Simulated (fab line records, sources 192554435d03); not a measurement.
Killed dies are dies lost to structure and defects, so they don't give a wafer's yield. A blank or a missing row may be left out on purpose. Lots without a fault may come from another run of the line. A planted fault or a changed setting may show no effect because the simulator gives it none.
Chamber matching | flow n5_finfet | N5_BEOL_M9_ETCH_61 on rie_diel-04: 4 sister chambers
The step etches SiARC in CF4, target depth 39 nm, time 65 s. 4 wafers are shown with their chamber, then 8 later ones without.

WAFERS WITH THEIR CHAMBER
wafer  | chamber | showerhead_plenum_p_Torr (Torr)
L076.3 | 0       | 2.09
L076.6 | 3       | 2.09
L091.5 | 1       | 2.27
L092.1 | 2       | 2.20

WAFERS WITHOUT THEIR CHAMBER
wafer  | showerhead_plenum_p_Torr (Torr)
L092.2 | 2.27
L092.4 | 2.09
L093.2 | 2.20
L093.4 | 2.08
L093.6 | 2.09
L096.2 | 2.27
L096.5 | 2.08
L096.6 | 2.27

WHICH CHAMBER EACH WENT THROUGH
wafer  | from the rows above     | in truth
L092.2 | 1                       | 1
L092.4 | can't be placed: 0 or 3 | 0
L093.2 | 2                       | 2
L093.4 | can't be placed: 0 or 3 | 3
L093.6 | can't be placed: 0 or 3 | 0
L096.2 | 1                       | 1
L096.5 | can't be placed: 0 or 3 | 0
L096.6 | 1                       | 1
Placed correctly: 4 of 8. Can't be placed from these rows: 4 (the true chamber is among the candidates in 4). Placed wrongly: 0.
How it was worked out, from the rows above alone: a wafer's distance from a chamber is the root of the sum, over the readings, of the square of ((its reading less the chamber's mean) divided by the reading's scatter). The wafer belongs to the nearest chamber; if the next one is less than 2 further off, it can't be placed. A chamber's mean is the mean of its shown wafers. The scatter: with one shown wafer a chamber, the root of the mean of the squares of how far each hidden wafer lies from its nearest shown one.
